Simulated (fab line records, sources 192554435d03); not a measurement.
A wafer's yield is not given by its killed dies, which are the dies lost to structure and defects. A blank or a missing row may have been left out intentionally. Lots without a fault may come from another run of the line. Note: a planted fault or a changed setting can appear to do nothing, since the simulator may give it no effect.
fab line records	flow n5_finfet
record lots=7	wafers=21	last_day=17
route steps=1938 shown MOL_CONTACT_COAG@540 BEOL_M4@1111 PASSIVATION@1936
lots that met no fault: taken from a fault-free run of the same line
start_h: hours from the record's opening day to when the first of the lot's shown wafers began	wait_h: hours since the lot's step before	" the same as in the row above	L1.1+2: a single row standing in for several wafers	- no value, or no start given	* or withheld: withheld	< > ~ a bound
route shown NAME@n: names a module that has steps shown in the file, with the first one's number in the route	usual: average and standard deviation across the fault-free wafers	same: alike in all rows	chamber/n: place in a boat	sites: readings site by site	_std_site: standard deviation across them	_edge_site: the outer-site mean with the inner-site mean subtracted	radius_mm: for every site, how far away it sits from the centre of the wafer	mask NAME#n: copy n	behind: tool/chamber where the wafer was last shaped	hold: why the lot went on hold/how many hours it stayed there/how the hold came to an end	device: transistor that didn't switch, given as n, p or np	end of line: the route-end tests of the same wafers	for a step that has no rows: nothing shown but its recipe	killed: not the wafer's yield, but the dies lost to structure and defects at the first sort	map: shows each die of a wafer: x if killed, . if not, _ if none is there
set.NAME: setting as actually run; set.NAME@STEP: the setting as run at that earlier step	model.NAME: the simulator's own value behind a step, which no gauge read
lots seen at some steps along the route; tables by step, rows by wafer
services: a tool's chamber out of use, with start hour (start_h, from the record's first day; less than 0 if before it), hours out, and reason
## steps
# step N5_MOL_CONTACT_COAG_CD_MEAS_99
# recipe target_cd_nm=17.2	polarity=opening
# usual cd_nm=17.1/0.38
lot.wafer	tool	chamber	start_h	wait_h	cd_nm
L799.1	cd_sem-03	-	107.97	-	17.0
L799.3	"	-	"	"	17.6
L799.5	"	-	"	"	17.6
L805.1	cd_sem-03	-	139.77	-	17.0
L805.2	"	-	"	"	17.3
L805.6	"	-	"	"	17.1
L806.1	cd_sem-02	-	147.68	-	17.4
L806.3	"	-	"	"	16.6
L806.5	"	-	"	"	17.5
L814.1	cd_sem-03	-	200.11	-	17.4
L814.5	"	-	"	"	17.4
L814.6	"	-	"	"	17.7
L817.2	cd_sem-03	-	216.18	-	17.0
L817.5	"	-	"	"	17.2
L817.6	"	-	"	"	16.7
L818.2	cd_sem-02	-	220.83	-	17.5
L818.5	"	-	"	"	17.7
L818.6	"	-	"	"	17.8
L819.1	cd_sem-03	-	228.14	-	16.8
L819.3	"	-	"	"	17.3
L819.6	"	-	"	"	16.7
# step N5_MOL_CONTACT_COAG_IMPLANT_129
# recipe species=Ge	energy_kev=3	dose_cm2=6e+14	tilt_deg=0	rotation_deg=0
# step N5_MOL_CONTACT_COAG_PRECLEAN_111
# recipe chemistry=NF3:NH3	afs_cycles=1	temp_c=30	time_s=20	sublimation_temp_c=180	sublimation_time_s=60	pressure_torr=3	rf_power_w=30
# step N5_MOL_CONTACT_COAG_TI_SIL_19
# recipe material=Ti	target_thk_a=42	temp_c=200	chamber_pressure_pa=5	power_w=5000	time_s=15
# step N5_MOL_CONTACT_COAG_ALD_20
# recipe material=TiN	target_thk_a=15	temp_c=400	ald_precursor_family=TiCl4	ald_co_reactant=NH3	pulse_time_s=1	purge_time_s=3	co_reactant_purge_time_s=2	co_reactant_pulse_time_s=2	ald_cycles=68	pressure_torr=3
# step N5_MOL_CONTACT_COAG_SIL_ANNEAL_21
# recipe temp_c=550	time_s=60	ambient=N2
# step N5_MOL_CONTACT_COAG_PRE_CLEAN_141
# recipe gas=H2/He	time_s=60	temp_c=300
# usual heater_power_w=476/53
lot.wafer	tool	chamber	start_h	wait_h	heater_power_w
L799.1	pvd_sputter-02	-	109.87	0.6	439
L799.3	"	-	"	"	465
L799.5	"	-	"	"	567
L805.1	pvd_sputter-01	-	142.35	1.6	543
L805.2	"	-	"	"	504
L805.6	"	-	"	"	509
L806.1	pvd_sputter-02	-	151.00	2.2	555
L806.3	"	-	"	"	445
L806.5	"	-	"	"	458
L814.1	pvd_sputter-01	-	202.62	0.8	476
L814.5	"	-	"	"	537
L814.6	"	-	"	"	473
L817.2	pvd_sputter-02	-	217.71	0.4	563
L817.5	"	-	"	"	459
L817.6	"	-	"	"	440
L818.2	pvd_sputter-03	-	223.06	0.9	515
L818.5	"	-	"	"	511
L818.6	"	-	"	"	510
L819.1	pvd_sputter-02	-	232.61	3.4	448
L819.3	"	-	"	"	446
L819.6	"	-	"	"	551
# step N5_MOL_CONTACT_COAG_SPUTTER_143
# recipe material=Co	target_thk_a=25	temp_c=25	chamber_pressure_pa=0.2
# usual throttle_valve_pct=29.8/1.2
lot.wafer	tool	chamber	start_h	wait_h	throttle_valve_pct
L799.1	pvd_sputter-02	-	109.93	0.0	28.5
L799.3	"	-	"	"	29.7
L799.5	"	-	"	"	30.0
L805.1	pvd_sputter-01	-	142.41	0.0	27.8
L805.2	"	-	"	"	29.3
L805.6	"	-	"	"	29.1
L806.1	pvd_sputter-02	-	151.06	0.0	29.9
L806.3	"	-	"	"	28.3
L806.5	"	-	"	"	29.2
L814.1	pvd_sputter-01	-	202.68	0.0	29.3
L814.5	"	-	"	"	27.6
L814.6	"	-	"	"	31.9
L817.2	pvd_sputter-02	-	217.77	0.0	30.0
L817.5	"	-	"	"	29.4
L817.6	"	-	"	"	31.2
L818.2	pvd_sputter-03	-	223.12	0.0	29.1
L818.5	"	-	"	"	29.5
L818.6	"	-	"	"	29.0
L819.1	pvd_sputter-02	-	232.67	0.0	31.2
L819.3	"	-	"	"	28.6
L819.6	"	-	"	"	30.2
# step N5_MOL_CONTACT_COAG_CO_FILL_22
# recipe material=Co	target_thk_a=200	temp_c=200	precursor=CCTBA/H2	pressure_torr=30
# step N5_MOL_CONTACT_COAG_ANNEAL_113
# recipe temp_c=400	time_s=300	ambient=H2/N2
# usual lamp_power_pct=2.53/0.04	wafer_temp_C_max=402.2/0.52
lot.wafer	tool	chamber	start_h	wait_h	lamp_power_pct	wafer_temp_C_max
L799.1	rtp_anneal-02	0	110.68	0.3	2.56	402.3
L799.3	"	0	"	"	2.56	402.1
L799.5	"	0	"	"	2.56	401.6
L805.1	rtp_anneal-01	0	143.14	0.3	2.49	402.0
L805.2	"	0	"	"	2.48	403.2
L805.6	"	0	"	"	2.48	402.4
L806.1	rtp_anneal-02	0	151.80	0.3	2.56	402.2
L806.3	"	0	"	"	2.56	403.0
L806.5	"	0	"	"	2.56	401.9
L814.1	rtp_anneal-02	0	203.43	0.3	2.57	401.3
L814.5	"	0	"	"	2.56	401.4
L814.6	"	0	"	"	2.56	401.8
L817.2	rtp_anneal-01	0	218.66	0.5	2.47	402.3
L817.5	"	0	"	"	2.49	402.3
L817.6	"	0	"	"	2.48	402.1
L818.2	rtp_anneal-02	0	224.02	0.5	2.56	402.5
L818.5	"	0	"	"	2.56	401.7
L818.6	"	0	"	"	2.56	402.3
L819.1	rtp_anneal-01	0	233.41	0.3	2.48	401.8
L819.3	"	0	"	"	2.48	402.0
L819.6	"	0	"	"	2.48	402.6
# step N5_MOL_CONTACT_COAG_PRE_CLEAN_142
# recipe gas=H2/He	time_s=60	temp_c=300
# usual heater_power_w=472/46
lot.wafer	tool	chamber	start_h	wait_h	heater_power_w
L799.1	pvd_sputter-02	-	112.25	1.4	551
L799.3	"	-	"	"	460
L799.5	"	-	"	"	567
L805.1	pvd_sputter-03	-	144.91	1.6	503
L805.2	"	-	"	"	456
L805.6	"	-	"	"	465
L806.1	pvd_sputter-02	-	157.29	5.3	441
L806.3	"	-	"	"	433
L806.5	"	-	"	"	442
L814.1	pvd_sputter-03	-	205.07	1.5	514
L814.5	"	-	"	"	464
L814.6	"	-	"	"	504
L817.2	pvd_sputter-03	-	221.84	3.0	516
L817.5	"	-	"	"	455
L817.6	"	-	"	"	507
L818.2	pvd_sputter-03	-	225.08	0.9	467
L818.5	"	-	"	"	455
L818.6	"	-	"	"	509
L819.1	pvd_sputter-02	-	236.01	2.5	439
L819.3	"	-	"	"	570
L819.6	"	-	"	"	455
# step N5_MOL_CONTACT_COAG_SPUTTER_130
# recipe material=Co	target_thk_a=475	temp_c=25	chamber_pressure_pa=0.5	power_w=3000
# usual throttle_valve_pct=29.8/1.1
lot.wafer	tool	chamber	start_h	wait_h	throttle_valve_pct
L799.1	pvd_sputter-02	-	112.31	0.0	30.0
L799.3	"	-	"	"	29.6
L799.5	"	-	"	"	30.1
L805.1	pvd_sputter-03	-	144.97	0.0	29.5
L805.2	"	-	"	"	30.2
L805.6	"	-	"	"	30.5
L806.1	pvd_sputter-02	-	157.35	0.0	28.2
L806.3	"	-	"	"	31.1
L806.5	"	-	"	"	31.6
L814.1	pvd_sputter-03	-	205.13	0.0	28.9
L814.5	"	-	"	"	30.2
L814.6	"	-	"	"	29.1
L817.2	pvd_sputter-03	-	221.90	0.0	28.9
L817.5	"	-	"	"	30.6
L817.6	"	-	"	"	29.1
L818.2	pvd_sputter-03	-	225.14	0.0	30.4
L818.5	"	-	"	"	30.1
L818.6	"	-	"	"	29.0
L819.1	pvd_sputter-02	-	236.07	0.0	31.2
L819.3	"	-	"	"	29.9
L819.6	"	-	"	"	29.8
# step N5_MOL_CONTACT_COAG_PRECLEAN_125
# recipe chemistry=DIW	time_s=57.5	temp_c=23
# usual run_length_s=65.4/2.5
lot.wafer	tool	chamber	start_h	wait_h	run_length_s
L799.1	wet_bench-01	3	112.44	0.1	64.0
L799.3	"	4	"	"	63.2
L799.5	"	2	"	"	63.9
L805.1	wet_bench-04	1	145.10	0.1	62.2
L805.2	"	6	"	"	65.2
L805.6	"	3	"	"	63.7
L806.1	wet_bench-05	5	157.48	0.1	64.4
L806.3	"	3	"	"	64.8
L806.5	"	0	"	"	63.6
L814.1	wet_bench-05	3	205.26	0.1	88.5
L814.5	"	1	"	"	89.2
L814.6	"	0	"	"	87.3
L817.2	wet_bench-05	4	222.03	0.1	93.7
L817.5	"	6	"	"	93.5
L817.6	"	7	"	"	95.2
L818.2	wet_bench-05	5	225.27	0.1	94.2
L818.5	"	0	"	"	93.8
L818.6	"	7	"	"	94.6
L819.1	wet_bench-04	3	236.20	0.1	63.7
L819.3	"	2	"	"	65.0
L819.6	"	4	"	"	64.4
# step N5_MOL_CONTACT_COAG_SRD_126
# recipe dry_time_s=32	dry=n2_spin	spin_rpm=1500
# step N5_BEOL_M4_RC_MEAS_101
# usual DIBL_N=36.9/1.6	DIBL_P=37.1/2	IOFF_N=0.17/0.032	IOFF_P=0.22/0.036	ION_N=674/12	ION_P=463/7.8	SS_N=71.7/0.63	SS_P=73.5/0.62	VT_N=249/3.3	VT_P=-250/3.5
lot.wafer	tool	chamber	start_h	wait_h	DIBL_N[mV/V]	DIBL_P[mV/V]	IOFF_N[nA/um]	IOFF_P[nA/um]	ION_N[uA/um]	ION_P[uA/um]	SS_N[mV/dec]	SS_P[mV/dec]	VT_N[mV]	VT_P[mV]
L799.1	prober-01	0	195.01	0.0	35.5	35.9	0.16	0.23	674	466	71.3	73.1	250	-248
L799.3	"	0	"	"	38.3	39.5	0.23	0.30	686	473	72.6	74.2	245	-241
L799.5	"	0	"	"	37.9	39.1	0.20	0.28	691	474	72.2	73.8	246	-246
L805.1	prober-02	0	229.13	0.2	38.1	40.4	0.21	0.27	687	465	71.7	74.8	246	-247
L805.2	"	0	"	"	36.9	37.7	0.18	0.22	676	456	71.7	73.7	249	-251
L805.6	"	0	"	"	32.9	35.0	0.12	0.18	668	463	70.4	72.9	253	-250
L806.1	prober-01	0	237.91	0.0	38.6	38.7	0.21	0.22	707	470	72.0	73.9	245	-250
L806.3	"	0	"	"	40.1	38.8	0.23	0.22	685	459	72.5	74.1	245	-253
L806.5	"	0	"	"	36.4	35.9	0.16	0.18	676	456	71.3	73.2	246	-255
L814.1	prober-01	0	280.04	0.0	37.0	36.8	0.18	0.27	683	479	71.4	73.8	246	-244
L814.5	"	0	"	"	36.4	36.7	0.18	0.27	687	477	71.7	73.9	246	-245
L814.6	"	0	"	"	38.6	37.2	0.21	0.28	686	472	72.9	74.7	245	-245
L817.2	prober-01	0	300.17	0.2	37.0	40.7	0.20	0.27	685	466	72.5	73.4	248	-246
L817.5	"	0	"	"	36.9	39.2	0.18	0.25	669	465	72.6	72.9	247	-247
L817.6	"	0	"	"	37.6	40.1	0.22	0.25	679	463	72.8	73.2	246	-247
L818.2	prober-01	0	302.28	0.2	35.2	34.0	0.14	0.24	670	467	71.5	73.5	250	-246
L818.5	"	0	"	"	37.1	35.2	0.17	0.25	688	475	71.8	73.7	250	-246
L818.6	"	0	"	"	37.9	35.5	0.19	0.26	680	469	72.2	73.1	246	-245
L819.1	prober-01	0	309.93	0.0	36.5	37.0	0.16	0.23	683	469	71.9	73.0	248	-246
L819.3	"	0	"	"	36.5	38.3	0.15	0.25	669	463	71.4	73.4	252	-245
L819.6	"	0	"	"	36.6	37.2	0.16	0.24	675	467	71.7	73.4	249	-248
# step N5_PASSIVATION_PROBE_49
# usual defect_limited_yield=90.9/1.6	killed_at_M0_to_M3=34/11	killed_at_M4_up=14/5.7	killed_at_contacts=13/6.5	killed_at_front_end=43/11	killed_at_other=4/3.1	killed_dies=107/19	killed_on_rim=14/3.9	killed_open=71/14	killed_short=35/7.9	sort_bin_5_function=5.3/1.1	sort_bin_6_memory=3.4/0.74	sort_n_pass=1073/19	sort_yield_pct=90.9/1.6
# same gross_dies=1180	killed_at_back_side=0	sort_bin_4_leakage[%]=0	sort_bin_8_speed[%]=0
lot.wafer	tool	chamber	start_h	wait_h	defect_limited_yield[%]	killed_at_M0_to_M3	killed_at_M4_up	killed_at_contacts	killed_at_front_end	killed_at_other	killed_dies	killed_on_rim	killed_open	killed_short	sort_bin_5_function[%]	sort_bin_6_memory[%]	sort_n_pass	sort_yield_pct[%]
L805.1	prober-01	-	331.76	0.0	91.4	37	10	10	41	3	101	13	71	30	5.1	3.0	1079	91.4
L805.2	prober-01	-	331.81	0.1	93.0	32	17	11	19	4	83	6	54	28	4.2	2.5	1097	93.0
L805.6	prober-01	-	332.01	0.3	92.7	25	20	7	33	1	86	12	56	30	4.4	2.5	1094	92.7
L814.1	prober-02	-	370.52	0.0	94.8	23	12	9	16	1	61	3	37	23	2.7	1.9	1119	94.8
L814.5	prober-02	-	370.72	0.2	92.7	32	19	5	30	0	86	18	56	28	5.0	2.2	1094	92.7
L814.6	prober-02	-	370.77	0.3	92.5	35	9	14	30	1	89	6	66	23	3.7	3.6	1091	92.5
# killed by level:class
L805.1 BEOL_M2:geometric_particle:open=15 STI_FIN_REVEAL:geometric_particle:open=10 GATE_CUT:geometric_particle:short=10 MOL_CONTACT_COAG:geometric_particle:open=10 BEOL_M0_SAQP:geometric_particle:open=5 BEOL_M0_SAQP:geometric_particle:short=5 FIN_SAQP:geometric_particle:open=3 DUMMY_GATE:geometric_particle:open=3
L805.2 MOL_CONTACT_COAG:geometric_particle:open=9 BEOL_M4:geometric_particle:open=9 BEOL_M3:geometric_particle:open=8 BEOL_M0_SAQP:geometric_particle:short=6 GATE_CUT:geometric_particle:short=4 BEOL_M0_SAQP:geometric_particle:open=4 BEOL_M2:geometric_particle:open=4 BEOL_M0:geometric_particle:open=3
L805.6 BEOL_M0_SAQP:geometric_particle:short=9 STI_FIN_REVEAL:geometric_particle:open=9 MOL_CONTACT_COAG:geometric_particle:open=7 BEOL_M4:geometric_particle:open=7 BEOL_M6:geometric_particle:open=5 FIN_SAQP:geometric_particle:short=4 GATE_CUT:geometric_particle:open=4 STARTING-WAFER:geometric_particle:open=4
L814.1 BEOL_M0_SAQP:geometric_particle:short=7 MOL_CONTACT_COAG:geometric_particle:open=7 STI_FIN_REVEAL:geometric_particle:open=6 BEOL_M0_SAQP:geometric_particle:open=6 BEOL_M2:geometric_particle:open=3 BEOL_M4:geometric_particle:short=3 BEOL_M4:geometric_particle:open=3 STI_FIN_REVEAL:geometric_particle:short=2
L814.5 BEOL_M0_SAQP:geometric_particle:open=11 BEOL_M0_SAQP:geometric_particle:short=9 STI_FIN_REVEAL:geometric_particle:open=8 BEOL_M4:geometric_particle:open=7 STARTING-WAFER:geometric_particle:open=6 BEOL_M11:geometric_particle:open=4 DUMMY_GATE:geometric_particle:open=3 MOL_CONTACT_COAG:geometric_particle:open=3
L814.6 MOL_CONTACT_COAG:geometric_particle:open=14 STI_FIN_REVEAL:geometric_particle:open=13 BEOL_M0_SAQP:geometric_particle:short=10 BEOL_M0_SAQP:geometric_particle:open=8 BEOL_M3:geometric_particle:open=7 BEOL_M2:geometric_particle:open=5 DUMMY_GATE:geometric_particle:open=4 STI_FIN_REVEAL:geometric_particle:short=3
## services
tool	chamber	start_h	hours	kind
pvd_sputter-01	-	149.90	7.8	repair
pvd_sputter-01	-	175.05	0.9	repair
wet_bench-01	-	200.17	0.6	repair
wet_bench-04	-	220.52	4.4	pm
wet_bench-01	-	235.63	4.8	repair
## key
first_sign step=N5_MOL_CONTACT_COAG_PRECLEAN_125	reading=run_length_s	direction=up	sigmas=11	usual=*	struck=*
effect none on later readings
met_at N5_MOL_CONTACT_COAG_PRECLEAN_125
struck_wafers L814.1,L814.5,L814.6,L817.2,L817.5,L817.6,L818.2,L818.5,L818.6
onset_between 157.48 205.26
fault kind=process_parameter_drift	tool=wet_bench-05	chamber=-	onset_h=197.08	steps=N5_MOL_CONTACT_COAG_PRECLEAN_125	channel=time_s	offset=*	shape=step	end_h=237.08	acts_in=*	stated=*
